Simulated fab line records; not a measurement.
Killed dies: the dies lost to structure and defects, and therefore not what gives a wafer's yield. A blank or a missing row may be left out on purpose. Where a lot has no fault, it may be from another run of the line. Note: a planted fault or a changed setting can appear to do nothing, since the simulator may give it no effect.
Commonality check across tools | flow nand-harc | 9 wafers sampled across 3 lots

## REASON FOR OPENING
Flagged at NHARC_END_SORT_01: reading killed-at-array, on 2 of 3 lots. Fault-free wafers read 26, with a standard deviation of 9.
Rule: a lot is flagged when every wafer of it that has a number lies more than 4 standard deviations from that mean, or none has a number. The rest of the lots are taken to be sound.

lot  | measured     | on        | killed-at-array, wafer by wafer | flag
L693 | day 19 23:25 | prober-01 | 25 20 17                        |
L699 | day 21 21:46 | prober-01 | 673 675 674                     | FLAGGED
L703 | day 22 11:40 | prober-01 | 676 676 677                     | FLAGGED
The numbers of the flagged lots are 675 on average: +649 against the usual, or +72 standard deviations.

## WHICH TOOL RAN EACH LOT
The record holds 4 process steps before the reading, out of a route of 1159 steps. Each cell gives the tool, then ch followed by the chambers the sampled wafers passed through, then the start.
lot  | flag    | NHARC_A_CONTACT_ETCH_113             | NHARC_A_CONTACT_ETCH_115             | NHARC_A_CONTACT_ETCH_121             | NHARC_A_CONTACT_ETCH_123
L693 |         | har-cap-etch-01 ch 0,1, day 16 15:21 | har-cap-etch-01 ch 0,1, day 16 15:32 | har-cap-etch-01 ch 0,1, day 16 16:05 | har-cap-etch-01 ch 0,1, day 16 16:16
L699 | FLAGGED | har-cap-etch-01 ch 0,1, day 19 05:34 | har-cap-etch-01 ch 0,1, day 19 05:46 | har-cap-etch-01 ch 0,1, day 19 06:18 | har-cap-etch-01 ch 0,1, day 19 06:29
L703 | FLAGGED | har-cap-etch-01 ch 0,1, day 19 12:10 | har-cap-etch-01 ch 0,1, day 19 12:22 | har-cap-etch-01 ch 0,1, day 19 12:54 | har-cap-etch-01 ch 0,1, day 19 13:10
These steps, and what they do:
- NHARC_A_CONTACT_ETCH_113: etches the open film in C4F8/O2/Ar, time 94 s, target depth 922 nm.
- NHARC_A_CONTACT_ETCH_115: etches the open film in C4F8/O2/Ar, time 94 s, target depth 922 nm.
- NHARC_A_CONTACT_ETCH_121: etches the open film in C4F8/O2/Ar, time 94 s, target depth 922 nm.
- NHARC_A_CONTACT_ETCH_123: etches the open film in C4F8/O2/Ar, time 253 s, target depth 1090 nm.
- NHARC_END_SORT_01

## FLAGGED OVER TOTAL, TOOL BY TOOL (the gauges that took the reading come last)
step                     | tool            | lots run | flagged | share of the flagged lots | sound lots run after its first flagged lot
NHARC_A_CONTACT_ETCH_113 | har-cap-etch-01 | 3        | 2       | all                       | 0
NHARC_A_CONTACT_ETCH_115 | har-cap-etch-01 | 3        | 2       | all                       | 0
NHARC_A_CONTACT_ETCH_121 | har-cap-etch-01 | 3        | 2       | all                       | 0
NHARC_A_CONTACT_ETCH_123 | har-cap-etch-01 | 3        | 2       | all                       | 0
NHARC_END_SORT_01        | prober-01       | 3        | 2       | all                       | 0

## THE TABLE: WHAT IT ALLOWS
5 rows of the table ran every flagged lot: har-cap-etch-01 at NHARC_A_CONTACT_ETCH_113, har-cap-etch-01 at NHARC_A_CONTACT_ETCH_115, har-cap-etch-01 at NHARC_A_CONTACT_ETCH_121, har-cap-etch-01 at NHARC_A_CONTACT_ETCH_123, prober-01 at NHARC_END_SORT_01.
- har-cap-etch-01 at NHARC_A_CONTACT_ETCH_113: 2 of its 3 lots flagged. It ran its last sound lot, L693, at day 16 15:21 and its first flagged lot, L699, at day 19 05:34: a fault with its onset between the two fits.
- har-cap-etch-01 at NHARC_A_CONTACT_ETCH_115: 2 of its 3 lots flagged. It ran its last sound lot, L693, at day 16 15:32 and its first flagged lot, L699, at day 19 05:46: a fault with its onset between the two fits.
- har-cap-etch-01 at NHARC_A_CONTACT_ETCH_121: 2 of its 3 lots flagged. It ran its last sound lot, L693, at day 16 16:05 and its first flagged lot, L699, at day 19 06:18: a fault with its onset between the two fits. On the flagged lots its readings are blank where sound lots have values: chamber-pressure-mTorr, oes-air-line-au.
- har-cap-etch-01 at NHARC_A_CONTACT_ETCH_123: 2 of its 3 lots flagged. It ran its last sound lot, L693, at day 16 16:16 and its first flagged lot, L699, at day 19 06:29: a fault with its onset between the two fits.
- prober-01 at NHARC_END_SORT_01: 2 of its 3 lots flagged. It ran its last sound lot, L693, at day 19 23:25 and its first flagged lot, L699, at day 21 21:46: a fault with its onset between the two fits.
Counting lots can't tell these 2 tools apart, because each fits a fault that began at some hour. More lots, or a look at what each step does to the wafer, might.

## WHAT HAD BEEN PUT IN BY THE SIMULATOR
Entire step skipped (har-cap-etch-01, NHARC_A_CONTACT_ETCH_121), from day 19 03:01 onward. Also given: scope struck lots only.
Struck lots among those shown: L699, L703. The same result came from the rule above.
